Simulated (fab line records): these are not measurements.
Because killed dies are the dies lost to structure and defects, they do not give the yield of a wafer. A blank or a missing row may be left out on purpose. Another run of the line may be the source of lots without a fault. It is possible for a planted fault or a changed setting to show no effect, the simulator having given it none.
fab line records -- flow n5_finfet
record: lots: 3, wafers: 9, last_day: 16
route steps=1938 shown BEOL_M4@1099 BEOL_M5@1112 BEOL_M8@1374 PASSIVATION@1936
lots that met no fault: taken from a fault-free run of the same line
start_h: start of the lot's first displayed wafer, in hours after the record's first day -- wait_h: how many hours have passed since the lot's step before this one -- " repeats the value in the row above -- L1.1+2: a row that stands for several wafers -- - no value present, or no start provided -- * or withheld: withheld -- < > ~ a bound
route shown NAME@n: a module of which the file shows steps, and the number in the route of the first -- usual: the fault-free wafers' mean and standard deviation -- same: alike in all rows -- chamber/n: place in a boat -- sites: the reading at each site -- _std_site: how widely they spread, as a standard deviation -- _edge_site: the outer-site mean with the inner-site mean subtracted -- radius_mm: for every site, how far away it sits from the centre of the wafer -- mask NAME#n: copy n -- behind: the most recent tool/chamber to have shaped the wafer -- hold: what put the lot on hold/how long, in hours/how the hold closed -- device: the transistor (n, p or np) that didn't switch -- end of line: tests of these same wafers at the route's end -- step lacking rows: just its recipe -- killed: not the wafer's yield, but the dies lost to structure and defects at the first sort -- map: a wafer's dies, marking killed ones x, the rest . and places with no die _
set.NAME: the setting that was run; set.NAME@STEP: the one run at that earlier step -- model.NAME: the simulator's own value behind a step, which no gauge read
lots at some steps of the route; a table a step, a row a wafer
services: when a tool's chamber went out of use (start_h, in hours from the record's first day, below 0 if earlier), for how many hours, and the reason
== steps ==
step: N5_BEOL_M4_ANNEAL_95
recipe: temp_c: 400, time_s: 240, ambient: vacuum
step: N5_BEOL_M4_SPUTTER_96
recipe: material: Cu, target_thk_a: 45, temp_c: -20, chamber_pressure_pa: 0.07, power_w: withheld, time_s: 8.29
step: N5_BEOL_M4_ECD_50
recipe: material: Cu, target_thk_a: 3000
step: N5_BEOL_M4_ANNEAL_51
recipe: temp_c: 225, time_s: 90, ambient: N2
step: N5_BEOL_M4_CMP_52
recipe: stop_on: SiOC, t_overpolish_s: 6.8, down_force_psi: 1, platen_rpm: 50, clearing_platen_down_force_psi: 1.5, clearing_platen_rpm: 50, post_cmp_clean: cu_alkaline, target_thk_nm: 40, clearing_platen_pad_velocity_m_s: 0.99484, pad_velocity_m_s: 0.99484
step: N5_BEOL_M4_PRE_CLEAN_60
recipe: gas: NH3/H2, time_s: 15, temp_c: *, rf_power_w: 300
step: N5_BEOL_M4_CO_CAP_55
recipe: material: Co, target_thk_a: 20, temp_c: 200, precursor: CCTBA/H2, pressure_torr: 30, time_s: 102.1
step: N5_BEOL_M4_PRE_CLEAN_56
recipe: gas: NH3, time_s: 15, temp_c: withheld, rf_power_w: 300
step: N5_BEOL_M4_DEP_57
recipe: material: SiCN, target_thk_a: 80, temp_c: withheld, precursor: 3MS/NH3, pressure_torr: 3, rf_w: 202, time_s: 14
step: N5_BEOL_M4_RC_MEAS_101
usual: DIBL_N: 36.9/1.7, DIBL_P: 37.3/2.3, IOFF_N: 0.16/0.033, IOFF_P: 0.22/0.04, ION_N: 673/12, ION_P: 463/8, SS_N: 71.6/0.58, SS_P: 73.4/0.74, VT_N: 250/3.2, VT_P: -250/3.4
lot.wafer,tool,chamber,start_h,wait_h,DIBL_N[mV/V],DIBL_P[mV/V],IOFF_N[nA/um],IOFF_P[nA/um],ION_N[uA/um],ION_P[uA/um],SS_N[mV/dec],SS_P[mV/dec],VT_N[mV],VT_P[mV]
L323.1,prober-02,0,181.15,0.0,35.2,36.7,0.13,0.17,658,448,71.7,73.2,251,-257
L323.3,prober-02,0,181.15,0.0,39.1,41.6,0.21,0.24,682,456,72.5,74.6,248,-252
L323.5,prober-02,0,181.15,0.0,35.2,37.8,0.15,0.19,666,454,72.4,74.1,249,-252
L328.1,prober-02,0,204.65,0.0,35.0,37.2,0.14,0.22,662,457,71.4,73.2,252,-251
L328.2,prober-02,0,204.65,0.0,35.8,37.4,0.16,0.22,672,461,70.9,73.7,248,-250
L328.3,prober-02,0,204.65,0.0,35.9,38.2,0.16,0.22,679,470,70.7,73.6,249,-250
L339.2,prober-01,0,274.04,0.2,31.0,31.9,0.10,0.14,656,458,70.2,71.4,255,-253
L339.3,prober-01,0,274.04,0.2,34.2,35.3,0.14,0.18,662,453,71.2,72.3,250,-251
L339.6,prober-01,0,274.04,0.2,33.9,34.6,0.13,0.19,667,460,71.1,73.0,250,-251
step: N5_BEOL_M5_ILD_DEP_00
recipe: material: SiCOH_lowk, target_thk_a: 1406.4, temp_c: 300, precursor: DEMS/porogen, pressure_torr: 5, rf_w: 500, time_s: 25.9
step: N5_BEOL_M5_CURE_79
recipe: temp_c: 385, time_s: 240, ambient: He/Ar, material: SiCOH_lowk
step: N5_BEOL_M5_PECVD_70
recipe: material: SiO2, target_thk_a: 160, temp_c: 400, precursor: TEOS/O2, pressure_torr: 5.5, rf_w: 450, teos_flow_sccm: 53.8, gas: O2, flow_sccm: 3000, time_s: 18
step: N5_BEOL_M5_HM_DEP_02
recipe: material: TiN, target_thk_a: 200, temp_c: 25, chamber_pressure_pa: 0.49996
step: N5_BEOL_M5_COAT_59
recipe: resist: SOC, temp_c: 250, time_s: 60, spin_rpm: 1500, resist_thk_nm: 60
step: N5_BEOL_M5_COAT_60
recipe: resist: SiARC, temp_c: 220, time_s: 60, spin_rpm: 1500, resist_thk_nm: 12
step: N5_BEOL_M5_COAT_71
recipe: resist: underlayer, temp_c: 205, time_s: 60, spin_rpm: 1500, resist_thk_nm: 5
step: N5_BEOL_M5_COAT_05
recipe: resist: CAR-EUV, spin_rpm: 1500, resist_thk_nm: 30
step: N5_BEOL_M5_EBR_07
recipe: solvent: PGMEA, ebr_width_mm: 1.5
step: N5_BEOL_M5_SOFTBAKE_06
recipe: temp_c: 110, time_s: 60, resist: CAR-EUV
step: N5_BEOL_M5_EXPOSE_08
recipe: mask_id: M5, na: 0.33, source_shape: annular, sigma_inner: 0.4, sigma_outer: 0.8, polarization: unpolarized, target_cd_nm: 28, dose_mj: 35.75
step: N5_BEOL_M5_PEB_09
recipe: peb_temp_c: 100, peb_time_s: 60, resist: CAR-EUV
step: N5_BEOL_M5_DEVELOP_10
recipe: develop_time_s: 30, developer: TMAH, resist: CAR-EUV, rinse_liquid: surfactant_rinse, dry: air_spin, dev_temp_c: 23
step: N5_BEOL_M5_DESCUM_16
recipe: chemistry: O2, time_s: 7, source_power_w: 50, bias_power_w: 20, pressure_mtorr: 20, rf_frequency_hz: 2.712e+07, temp_c: 40, resist: CAR-EUV, o2_flow_sccm: 225
step: N5_BEOL_M5_ETCH_72
recipe: chemistry: N2/H2, target: underlayer, target_depth_a: 65, mask_material: CAR-EUV, time_s: 5.2, ion_energy_ev: 200, pressure_mtorr: 30, source_w: 840, bias_w: 150, n2_flow_sccm: 200, h2_flow_sccm: 200, ends: cleared
step: N5_BEOL_M5_ETCH_61
recipe: chemistry: CF4, target: SiARC, target_depth_a: 156, mask_material: CAR-EUV, time_s: 26, ion_energy_ev: 80, pressure_mtorr: 40, source_w: 545, bias_w: 36, Ar_flow_sccm: 100, cf4_flow_sccm: 100, ends: cleared
step: N5_BEOL_M5_ETCH_62
recipe: chemistry: N2/H2, target: SOC, target_depth_a: 750, overetch_a: 150, mask_material: SiARC, temp_c: 40, time_s: 112.5, ion_energy_ev: 200, pressure_mtorr: 30, source_w: 840, bias_w: 150, n2_flow_sccm: 200, h2_flow_sccm: 200
step: N5_BEOL_M5_STRIP_63
recipe: chemistry: N2/H2, temp_c: 40, n2_flow_sccm: 200, h2_flow_sccm: 200, rf_frequency_hz: 6e+07
step: N5_BEOL_M5_STRIP_73
recipe: chemistry: N2/H2, temp_c: 40, n2_flow_sccm: 200, h2_flow_sccm: 200, rf_frequency_hz: 6e+07
step: N5_BEOL_M5_STRIP_64
recipe: chemistry: CF4, resist: SiARC, power_w: 300, bias_power_w: 75, pressure_mtorr: 50, cf4_flow_sccm: 150, rf_frequency_hz: 6e+07
step: N5_BEOL_M5_HM_OPEN_17
recipe: chemistry: Cl2/BCl3, target_depth_a: 200, overetch_a: 60, target: TiN, mask_material: SOC, ion_energy_ev: 150, pressure_mtorr: 10, icp_w: 1000, bias_w: 126, Cl2_flow_sccm: 53.25, bcl3_flow_sccm: 21.75, Ar_flow_sccm: 25
step: N5_BEOL_M5_STRIP_19
recipe: chemistry: O2, power_w: 400, temp_c: 40, pressure_mtorr: 30, rf_frequency_hz: 6e+07, bias_power_w: 0, overash_fraction: 0.2, o2_flow_sccm: 225
step: N5_BEOL_M5_COAT_65
recipe: resist: SOC, temp_c: 250, time_s: 60, spin_rpm: 1500, resist_thk_nm: 60
step: N5_BEOL_M5_COAT_66
recipe: resist: SiARC, temp_c: 220, time_s: 60, spin_rpm: 1500, resist_thk_nm: 12
step: N5_BEOL_M8_VIA_ETCH_34
recipe: chemistry: C4F6/O2, target: SiCOH_lowk, target_depth_a: 1255, mask_material: SOC, taper_deg: 4, time_s: 50.5, ion_energy_ev: 250, pressure_mtorr: 30, source_w: 345, bias_w: 185, Ar_flow_sccm: 300, C4F6_flow_sccm: 10, O2_flow_sccm: 10
usual: bias_w: 184.9/0.54, drypump_motor_current_A: 5.8/0.33, oes_ar_750_au: 0.82/0.063, oes_product_au: 0.82/0.067, rf_vpp_V: 674/13, showerhead_plenum_p_Torr: 2.88/0.067, throttle_valve_pct: 20.80/0.28
lot.wafer,tool,chamber,start_h,wait_h,bias_w,drypump_motor_current_A,oes_ar_750_au,oes_product_au,rf_hours_counter_h,rf_vpp_V,showerhead_plenum_p_Torr,throttle_valve_pct,model.etch.depth_nm,model.SOC_of_BEOL_M8_COAT_63.thk_nm,model.BEOL_M8.cd_nm
L323.1,rie_diel-02,0,219.14,0.0,184.0,6.0,0.83,0.82,74,670,2.88,20.68,125.6,53.8,39.6
L323.3,rie_diel-02,2,219.14,0.0,184.8,6.2,0.85,0.86,58,698,2.87,20.44,126,53.8,39.8
L323.5,rie_diel-02,2,219.14,0.0,185.4,6.2,0.85,0.87,-,698,2.87,20.42,126.4,53.8,39.8
L328.1,rie_diel-02,1,242.14,0.0,184.6,5.5,0.71,0.70,229,665,2.94,21.35,122.2,54,40
L328.2,rie_diel-02,3,242.14,0.0,185.2,5.5,0.85,0.84,42,659,2.91,20.52,123.6,54,40.4
L328.3,rie_diel-02,0,242.14,0.0,184.5,6.0,0.82,0.59,80,672,2.88,20.63,68.94,57,39.4
L339.2,rie_diel-06,2,313.96,0.0,185.9,5.7,0.82,0.82,90,670,2.76,20.83,126,53.8,39.8
L339.3,rie_diel-06,1,313.96,0.0,185.5,6.5,0.82,0.84,64,678,2.87,21.04,125,54,40
L339.6,rie_diel-06,1,313.96,0.0,185.1,6.5,0.82,0.84,-,679,2.87,21.05,125.8,54,40.2
step: N5_PASSIVATION_PROBE_49
usual: defect_limited_yield: 91.2/1.3, killed_at_M0_to_M3: 34/10, killed_at_M4_up: 13/4.6, killed_at_contacts: 13/5.5, killed_at_front_end: 41/12, killed_at_other: 2.8/2.4, killed_dies: 104/16, killed_on_rim: 14/4.2, killed_open: 67/12, killed_short: 33/7.2, sort_bin_5_function: 5.1/0.86, sort_bin_6_memory: 3.3/0.62, sort_n_pass: 1076/16, sort_yield_pct: 91.2/1.3
same: gross_dies: 1180, killed_at_back_side: 0, sort_bin_4_leakage[%]: 0, sort_bin_8_speed[%]: 0
lot.wafer,tool,chamber,start_h,wait_h,defect_limited_yield[%],killed_at_M0_to_M3,killed_at_M4_up,killed_at_contacts,killed_at_front_end,killed_at_other,killed_dies,killed_on_rim,killed_open,killed_short,sort_bin_5_function[%],sort_bin_6_memory[%],sort_n_pass,sort_yield_pct[%]
L328.3,prober-01,-,317.32,0.1,0,43,1097,6,34,0,1180,152,65,28,97.5,2.5,0,0
killed by level:class
L328.3 BEOL_M8:area_etch=1085 BEOL_M2:geometric_particle:open=9 FIN_SAQP:geometric_particle:short=8 BEOL_M4:geometric_particle:open=8 STI_FIN_REVEAL:geometric_particle:open=7 BEOL_M1:geometric_particle:open=7 BEOL_M0_SAQP:geometric_particle:short=6 BEOL_M3:geometric_particle:open=6
map L328.3 (x killed, . not)
_________________xxxxxxxxxxxx________________
______________xxxxxxxxxxxxxxxxxx_____________
___________xxxxxxxxxxxxxxxxxxxxxxxx__________
__________xxxxxxxxxxxxxxxxxxxxxxxxxx_________
________xxxxxxxxxxxxxxxxxxxxxxxxxxxxxx_______
_______xxxxxxxxxxxxxxxxxxxxxxxxxxxxxxxx______
______xxxxxxxxxxxxxxxxxxxxxxxxxxxxxxxxxx_____
_____xxxxxxxxxxxxxxxxxxxxxxxxxxxxxxxxxxxx____
____xxxxxxxxxxxxxxxxxxxxxxxxxxxxxxxxxxxxxx___
___xxxxxxxxxxxxxxxxxxxxxxxxxxxxxxxxxxxxxxxx__
___xxxxxxxxxxxxxxxxxxxxxxxxxxxxxxxxxxxxxxxx__
__xxxxxxxxxxxxxxxxxxxxxxxxxxxxxxxxxxxxxxxxxx_
__xxxxxxxxxxxxxxxxxxxxxxxxxxxxxxxxxxxxxxxxxx_
_xxxxxxxxxxxxxxxxxxxxxxxxxxxxxxxxxxxxxxxxxxxx
_xxxxxxxxxxxxxxxxxxxxxxxxxxxxxxxxxxxxxxxxxxxx
_xxxxxxxxxxxxxxxxxxxxxxxxxxxxxxxxxxxxxxxxxxxx
_xxxxxxxxxxxxxxxxxxxxxxxxxxxxxxxxxxxxxxxxxxxx
_xxxxxxxxxxxxxxxxxxxxxxxxxxxxxxxxxxxxxxxxxxxx
_xxxxxxxxxxxxxxxxxxxxxxxxxxxxxxxxxxxxxxxxxxxx
_xxxxxxxxxxxxxxxxxxxxxxxxxxxxxxxxxxxxxxxxxxxx
_xxxxxxxxxxxxxxxxxxxxxxxxxxxxxxxxxxxxxxxxxxxx
__xxxxxxxxxxxxxxxxxxxxxxxxxxxxxxxxxxxxxxxxxx_
__xxxxxxxxxxxxxxxxxxxxxxxxxxxxxxxxxxxxxxxxxx_
___xxxxxxxxxxxxxxxxxxxxxxxxxxxxxxxxxxxxxxxx__
___xxxxxxxxxxxxxxxxxxxxxxxxxxxxxxxxxxxxxxxx__
____xxxxxxxxxxxxxxxxxxxxxxxxxxxxxxxxxxxxxx___
_____xxxxxxxxxxxxxxxxxxxxxxxxxxxxxxxxxxxx____
______xxxxxxxxxxxxxxxxxxxxxxxxxxxxxxxxxx_____
_______xxxxxxxxxxxxxxxxxxxxxxxxxxxxxxxx______
________xxxxxxxxxxxxxxxxxxxxxxxxxxxxxx_______
__________xxxxxxxxxxxxxxxxxxxxxxxxxx_________
___________xxxxxxxxxxxxxxxxxxxxxxxx__________
______________xxxxxxxxxxxxxxxxxx_____________
_________________xxxxxxxxxxxx________________
map L323.5 (x killed, . not)
_________________........x...________________
______________..xx.............._____________
___________....................x...__________
__________x....x..x...............x._________
________..................x..........._______
_______..........x....x................______
______....x....x.x......................_____
_____........x...xx..x....x..............____
____..........................x...........___
___............x...........................__
___.....xx............x....................__
__....x..............x.....x.x..x.x........._
__x.....x...x........x.x.x.x..........x....._
_.........x.x..............x.................
_...x..........x..........x..x.............x.
_x.x......x....................x.x...........
_...x..x....x......x...x.....................
_....x.x..x.......x.....xx.x.x.............x.
_....x...x......x...............x...x........
_......x.....................................
_.....xx..............x......................
__.....x......x..x............xx......x....x_
__..x.......................x..............._
___.........x....x..x...x.......x.....x.x..__
___...x....................x....x..........__
____..........x...........x...............___
_____.................x..............x...____
______..xx..x..........................._____
_______..................x.............______
________.....x...x.........x...x...x.._______
__________.........................._________
___________......x.................__________
______________...x.............._____________
_________________........x...________________
== services ==
tool,chamber,start_h,hours,kind
rie_diel-02,0,219.88,3.8,repair
rie_diel-02,1,302.20,-,clean
rie_diel-02,1,302.20,-,consumable_replace:focus_ring
rie_diel-02,1,302.20,17.0,scheduled_down
rie_diel-02,1,302.20,17.0,vent_cycle
rie_diel-06,3,303.32,-,clean
rie_diel-06,3,303.32,-,consumable_replace:focus_ring
rie_diel-06,3,303.32,15.4,scheduled_down
rie_diel-06,3,303.32,15.4,vent_cycle
== key ==
first_sign: step: N5_BEOL_M8_VIA_ETCH_34, reading: oes_product_au, direction: down, sigmas: 3.5, usual: 0.82, struck: 0.59
effect: step: N5_PASSIVATION_PROBE_49, reading: killed_at_M4_up, direction: up, sigmas: 99+, usual: 13, struck: 1097
model_effect: step: N5_BEOL_M8_VIA_ETCH_34, value: etch.depth_nm, without: 122.9, struck: 68.94
more_kills_born_at: N5_BEOL_M8_VIA_ETCH_34@rie_diel-02: 1085
met_at N5_BEOL_M8_VIA_ETCH_34
struck_wafers L328.3
later_rows_left_out L328.3
onset_between 219.14 242.14
fault: kind: process_parameter_drift, tool: rie_diel-02, chamber: 0, onset_h: 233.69, steps: N5_BEOL_M8_VIA_ETCH_34, channel: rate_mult, offset: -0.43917, shape: step, end_h: 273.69
later_rows_left_out: the simulator's readings of these wafers behind a module that went badly wrong aren't trusted and aren't shown, but for the sort
